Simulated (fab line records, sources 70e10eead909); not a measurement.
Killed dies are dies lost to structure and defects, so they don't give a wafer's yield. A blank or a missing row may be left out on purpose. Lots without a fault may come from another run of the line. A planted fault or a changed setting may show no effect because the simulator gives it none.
Which tool did it? | flow nand_harc | 13 lots, 39 wafers sampled, at 5 steps of a route of 1302

WHAT THE GAUGES READ, wafer by wafer
NHARC_END_SORT_01.
lot  | measured     | on        | killed_at_array | killed_at_other | killed_at_periphery | killed_dies | killed_open | killed_short
L514 | day 27 01:32 | prober-01 | 64 71 72        | 0 0 1           | 613 606 604         | 677 677 677 | 3 3 6       | 4 2 0
L515 | day 27 16:05 | prober-01 | 46 58 53        | 0 2 1           | 631 617 623         | 677 677 677 | 6 2 6       | 2 2 2
L521 | day 29 23:02 | prober-01 | 47 54 41        | 1 0 0           | 629 623 636         | 677 677 677 | 2 5 4       | 2 1 0

WHICH TOOL RAN EACH LOT (tool, then ch and the chambers of the sampled wafers, then the start)
lot  | NHARC_P_ZERO_WELL_DESCUM_54        | NHARC_P_STI_ETCH_42                | NHARC_P_STI_CMP_21            | NHARC_P_GATE_OXIDE_02
L508 | rie_diel-10 ch 0,2,3, day 2 11:35  | rie_diel-09 ch 0,2,3, day 3 08:17  | cmp-01 ch 0,1,2, day 4 01:43  | furnace-07 ch 0, day 4 11:40
L509 | rie_diel-04 ch 1,2,3, day 2 21:52  | rie_diel-06 ch 0,1,3, day 3 17:13  | cmp-01 ch 0,1,3, day 4 12:55  | furnace-01 ch 0, day 5 05:38
L511 | rie_diel-13 ch 0,2,3, day 3 18:02  | rie_diel-09 ch 1,2,3, day 4 11:19  | cmp-02 ch 0,2,3, day 5 07:04  | furnace-01 ch 0, day 5 18:45
L512 | rie_diel-04 ch 0,1, day 4 04:06    | rie_diel-09 ch 2,3, day 4 22:38    | cmp-03 ch 0,1,2, day 5 18:08  | furnace-01 ch 0, day 6 06:24
L513 | rie_diel-10 ch 0,1,2, day 4 14:03  | rie_diel-11 ch 0,1, day 5 11:07    | cmp-02 ch 0,1,3, day 6 09:26  | furnace-06 ch 0, day 6 23:59
L514 | rie_diel-13 ch 0,2, day 4 23:49    | rie_diel-06 ch 1,2,3, day 5 21:02  | cmp-01 ch 0,1,3, day 6 16:18  | furnace-07 ch 0, day 7 03:28 and furnace-06 ch 0, day 7 08:08
L515 | rie_diel-04 ch 0,1,3, day 5 10:15  | rie_diel-11 ch 0,2, day 6 08:40    | cmp-03 ch 1,3, day 7 04:47    | furnace-06 ch 0, day 7 16:14
L516 | rie_diel-10 ch 0,1,2, day 5 19:55  | rie_diel-09 ch 0,1,2, day 6 12:18  | cmp-02 ch 0,1,2, day 7 04:47  | furnace-06 ch 0, day 7 16:14
L517 | rie_diel-13 ch 0,3, day 6 05:54    | rie_diel-11 ch 1,2,3, day 7 00:14  | cmp-01 ch 0,3, day 7 17:34    | furnace-01 ch 0, day 8 07:07
L521 | rie_diel-04 ch 1,2, day 7 22:46    | rie_diel-06 ch 1,2, day 8 15:25    | cmp-03 ch 0,1,3, day 9 16:58  | furnace-07 ch 0, day 10 06:22
L522 | rie_diel-04 ch 1,2,3, day 8 07:49  | rie_diel-11 ch 0,1,3, day 9 00:47  | cmp-02 ch 2,3, day 9 16:58    | furnace-07 ch 0, day 10 06:22
L529 | rie_diel-13 ch 1,3, day 11 05:40   | rie_diel-09 ch 0,1,3, day 11 23:05 | cmp-02 ch 0,1, day 12 21:31   | furnace-06 ch 0, day 13 09:43
L530 | rie_diel-13 ch 0,1,2, day 11 15:54 | rie_diel-09 ch 0,1,3, day 12 11:46 | cmp-01 ch 0,2,3, day 13 10:46 | furnace-06 ch 0, day 14 02:10
- NHARC_P_ZERO_WELL_DESCUM_54: chemistry O2, time 3 s.
- NHARC_P_STI_ETCH_42: etches the open film in N2/H2, target depth 80 nm, overetch 24 nm, time 61 s.
- NHARC_P_STI_CMP_21: polishes, t overpolish 20 s, target thk 380.67 nm.
- NHARC_P_GATE_OXIDE_02: material SiO2, target thk 37.5 nm, ox time 365 s.

WHAT THE TOOLS THEMSELVES READ (means of the sampled wafers that have a number; where no wafer has one, the mark that the record gives instead)
NHARC_P_ZERO_WELL_DESCUM_54.
lot  | tool        | drypump_motor_current_A (A) | oes_product_au (a.u.) | rf_vpp_V (V) | showerhead_plenum_p_Torr (Torr) | throttle_valve_pct (%)
L508 | rie_diel-10 | 5.9                         | 1.004                 | 57.9         | 1.88                            | 11.314
L509 | rie_diel-04 | 5.7                         | 1.008                 | 57.3         | 1.97                            | 11.305
L511 | rie_diel-13 | 5.8                         | 0.994                 | 58.1         | 1.88                            | 11.303
L512 | rie_diel-04 | 4.8                         | 1.014                 | 58.3         | 1.96                            | 11.314
L513 | rie_diel-10 | 5.9                         | 1.001                 | 58.5         | 1.89                            | 11.315
L514 | rie_diel-13 | 5.6                         | 0.992                 | 57.6         | 1.84                            | 11.324
L515 | rie_diel-04 | 5.2                         | 0.998                 | 58.0         | 1.95                            | 11.321
L516 | rie_diel-10 | 5.9                         | 1.007                 | 57.7         | 1.89                            | 11.315
L517 | rie_diel-13 | 6.1                         | 0.985                 | 57.3         | 1.88                            | 11.314
L521 | rie_diel-04 | 5.8                         | 1.021                 | 58.4         | 2.01                            | 11.300
L522 | rie_diel-04 | 5.7                         | 1.003                 | 57.5         | 1.96                            | 11.305
L529 | rie_diel-13 | 6.3                         | 0.981                 | 57.9         | 1.93                            | 11.320
L530 | rie_diel-13 | 5.6                         | 0.997                 | 57.4         | 1.86                            | 11.311

NHARC_P_STI_ETCH_42.
lot  | tool        | drypump_motor_current_A (A) | oes_product_au (a.u.) | rf_vpp_V (V) | showerhead_plenum_p_Torr (Torr) | throttle_valve_pct (%)
L508 | rie_diel-09 | 5.4                         | 1.016                 | 431.0        | 2.04                            | 14.167
L509 | rie_diel-06 | 5.8                         | 0.998                 | 429.9        | 2.02                            | 14.172
L511 | rie_diel-09 | 5.2                         | 1.005                 | 431.8        | 2.10                            | 14.175
L512 | rie_diel-09 | 5.4                         | 1.014                 | 431.6        | 2.10                            | 14.163
L513 | rie_diel-11 | 5.9                         | 1.009                 | 433.3        | 2.12                            | 14.177
L514 | rie_diel-06 | 6.0                         | 1.012                 | 431.4        | 2.05                            | 14.166
L515 | rie_diel-11 | 5.9                         | 0.984                 | 432.4        | 2.09                            | 14.180
L516 | rie_diel-09 | 5.2                         | 0.998                 | 430.3        | 2.03                            | 14.172
L517 | rie_diel-11 | 6.1                         | 0.988                 | 432.5        | 2.12                            | 14.164
L521 | rie_diel-06 | 6.2                         | 1.002                 | 432.2        | 2.11                            | 14.170
L522 | rie_diel-11 | 5.8                         | 1.004                 | 431.3        | 2.06                            | 14.170
L529 | rie_diel-09 | 5.2                         | 1.018                 | 432.8        | 2.11                            | 14.168
L530 | rie_diel-09 | 5.2                         | 1.015                 | 433.1        | 2.11                            | 14.174

NHARC_P_STI_CMP_21.
lot  | tool   | motor_current_A (A) | overpolish_run_s (s)
L508 | cmp-01 | 12.4                | 20.003
L509 | cmp-01 | 12.9                | 19.999
L511 | cmp-02 | 13.3                | 19.997
L512 | cmp-03 | 13.3                | 19.996
L513 | cmp-02 | 13.5                | 20.003
L514 | cmp-01 | 12.9                | 19.999
L515 | cmp-03 | 13.5                | 20.008
L516 | cmp-02 | 13.4                | 19.993
L517 | cmp-01 | 12.0                | 20.000
L521 | cmp-03 | 12.9                | 19.998
L522 | cmp-02 | 12.7                | 19.997
L529 | cmp-02 | 13.2                | 20.004
L530 | cmp-01 | 11.7                | 20.003

THE ANSWER, worked out from the rows above alone
Rule: what is usual is taken from the lots themselves. Put in order of their means at a reading, lots are off if they are a third of the lots or fewer, leave a main group of 4 or more, and stand apart from it by a gap of 3 or more times the standard deviation of the main group's means; of several such gaps the widest counts. A main group whose means are all the same, to the digits that the tables above print for the reading, isn't used. A lot without any number at a reading at which 4 lots or more have one is off too. The other lots that the step has rows for count as sound. The gauges are gone through in route order, then the tools' own readings, and for those a lot's mean is taken as printed above. The first step at which some lot is off is used, and at that step the reading that is off furthest; a lot without a number counts as furthest.
No lot is off at any reading shown: from this, nothing can be told.

WHAT THE SIMULATOR HAD PUT IN
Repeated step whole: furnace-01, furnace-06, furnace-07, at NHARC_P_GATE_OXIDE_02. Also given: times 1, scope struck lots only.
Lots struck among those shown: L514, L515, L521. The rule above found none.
